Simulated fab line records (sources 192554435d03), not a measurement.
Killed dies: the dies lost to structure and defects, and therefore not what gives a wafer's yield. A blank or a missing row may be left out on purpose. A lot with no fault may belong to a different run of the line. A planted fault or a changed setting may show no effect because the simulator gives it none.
Chamber matching :: flow n5_finfet :: pecvd-01 running N5_BEOL_M10_PECVD_70: 3 sister chambers
The step deposits SiO2 from TEOS/O2, target thk 20 nm, time 22.7 s. 6 wafers are shown with their chamber, then 7 later ones without.

WAFERS WITH THEIR CHAMBER
wafer: L087.4
chamber: 1
showerhead_plenum_p_Torr (Torr): 8.69
heater_power_w (W): 740

wafer: L083.2
chamber: 0
showerhead_plenum_p_Torr (Torr): 8.61
heater_power_w (W): 699

wafer: L083.5
chamber: 2
showerhead_plenum_p_Torr (Torr): 8.71
heater_power_w (W): 786

wafer: L083.6
chamber: 1
showerhead_plenum_p_Torr (Torr): 8.71
heater_power_w (W): 701

wafer: L086.4
chamber: 0
showerhead_plenum_p_Torr (Torr): 8.61
heater_power_w (W): 573

wafer: L086.5
chamber: 2
showerhead_plenum_p_Torr (Torr): 8.73
heater_power_w (W): 728

WAFERS MISSING THEIR CHAMBER
wafer: L086.6
showerhead_plenum_p_Torr (Torr): 8.71
heater_power_w (W): 737

wafer: L085.2
showerhead_plenum_p_Torr (Torr): 8.72
heater_power_w (W): 688

wafer: L085.3
showerhead_plenum_p_Torr (Torr): 8.70
heater_power_w (W): 609

wafer: L085.6
showerhead_plenum_p_Torr (Torr): 8.61
heater_power_w (W): 708

wafer: L094.2
showerhead_plenum_p_Torr (Torr): 8.71
heater_power_w (W): 714

wafer: L094.5
showerhead_plenum_p_Torr (Torr): 8.70
heater_power_w (W): 732

wafer: L094.6
showerhead_plenum_p_Torr (Torr): 8.60
heater_power_w (W): 605

THE CHAMBER EACH PASSED THROUGH
wafer: L086.6
from the rows above: can't be placed: 1 or 2
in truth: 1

wafer: L085.2
from the rows above: can't be placed: 2 or 1
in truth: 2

wafer: L085.3
from the rows above: can't be placed: 1 or 2
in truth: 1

wafer: L085.6
from the rows above: 0
in truth: 0

wafer: L094.2
from the rows above: can't be placed: 1 or 2
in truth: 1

wafer: L094.5
from the rows above: can't be placed: 1 or 2
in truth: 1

wafer: L094.6
from the rows above: 0
in truth: 0
2 of 7 placed correctly. From these rows, 5 cannot be placed; in 5 the true chamber is one of the candidates. 0 placed wrongly.
How it was worked out, from the rows above alone: a wafer's distance from a chamber is the root of the sum, over the readings, of the square of ((its reading less the chamber's mean) divided by the reading's scatter). The wafer belongs to the nearest chamber; if the next one is less than 2 further off, it can't be placed. For every chamber, the mean is computed from those of its wafers that are shown. The scatter: take each reading less its chamber's mean, square it, sum over the shown wafers, divide by the number of wafers less the number of chambers, and take the root.
